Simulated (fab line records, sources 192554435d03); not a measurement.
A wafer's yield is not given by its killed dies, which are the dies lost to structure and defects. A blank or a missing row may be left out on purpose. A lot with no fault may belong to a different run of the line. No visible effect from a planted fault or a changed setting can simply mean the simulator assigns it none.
Comparing a struck lot with a sound one    flow n5 finfet    14 out of 1938 route steps
Sound: the wafers L898.2, L898.3, L898.5. The struck wafers were L901.1, L901.4, L901.6. The cause is given at the end.
For every step that has rows: the tool of each side, followed by ch and its chambers, followed by its first start. Under that, the readings that differ: sound wafers    struck wafers    difference of the means    sigmas: that difference in standard deviations of wafers without a fault.
alike: readings whose means differ by less than 2 such deviations, and words and numbers that are the same on both sides. not compared: withheld readings, readings that some wafer has no value for, bounds like >300 that may hide the same value, and numbers for which the record gives no deviation and whose values overlap.
Wherever a step has rows on one side only, a row that says differs or no value, or a row with sigmas, the two part there. Numbers that have no deviation but don't overlap get no sigmas and don't part them. A reading that every wafer of one side lacks parts them only if that side has two wafers or more.

N5_BEOL_M0_INSPECT_127: inspects for defects (darkfield).
  sound: defect inspect-01 at day 6 20:23; struck: defect inspect-02 at day 7 20:25
  alike: raw defect count
N5_BEOL_M1_ILD_DEP_00: deposits SiOC from DEMS/O2, target thk 79 nm, time 15.3 s.
  sound on pecvd-04 ch 1,2, day 6 20:26; struck on pecvd-01 ch 0,2, day 7 20:28
  alike: heater power w, showerhead plenum p Torr, throttle valve pct
N5_BEOL_M1_THK_MEAS_01:
  sound: film metro-02 at day 6 20:29; struck: film metro-02 at day 7 20:31
  alike: M1_ILD_THK
N5_BEOL_M1_PECVD_72: deposits SiO2 from TEOS/O2, target thk 16 nm, time 18 s.
  sound on pecvd-01 ch 0,2, day 6 20:32; struck on pecvd-04 ch 1,2, day 7 20:34
  alike: heater power w, showerhead plenum p Torr, throttle valve pct
N5_BEOL_M1_HM_DEP_02: deposits TiN, target thk 20 nm.
  sound: pvd sputter-01 at day 6 21:32; struck: pvd sputter-02 at day 7 21:27
  alike: throttle valve pct
then, 7 steps without rows for these wafers: N5_BEOL_M1_COAT_61 (time 60 s, resist thk 60 nm); N5_BEOL_M1_COAT_62 (time 60 s, resist thk 12 nm); N5_BEOL_M1_COAT_73 (time 60 s, resist thk 5 nm); N5_BEOL_M1_COAT_05 (resist thk 30 nm); N5_BEOL_M1_EBR_07; N5_BEOL_M1_SOFTBAKE_06 (time 60 s); N5_BEOL_M1_EXPOSE_08 (exposes mask M1).
N5_BEOL_M1_PEB_09: peb time 60 s.
  sound on litho track-02 ch 0, day 6 21:52; struck on litho track-04, day 7 21:46
  no value came back on the struck wafers for chill plate temp C (C), exhaust pa (Pa), plate temp C (C); on the sound wafers chill plate temp C (C) reads 22.94 22.88 23.03
then, 1 step without rows for these wafers: N5_BEOL_M1_DEVELOP_10 (develop time 30 s).

== WHERE THEY PART ==
Only at N5_BEOL_M1_PEB_09, within this record.

WHY: what had been put in by the simulator
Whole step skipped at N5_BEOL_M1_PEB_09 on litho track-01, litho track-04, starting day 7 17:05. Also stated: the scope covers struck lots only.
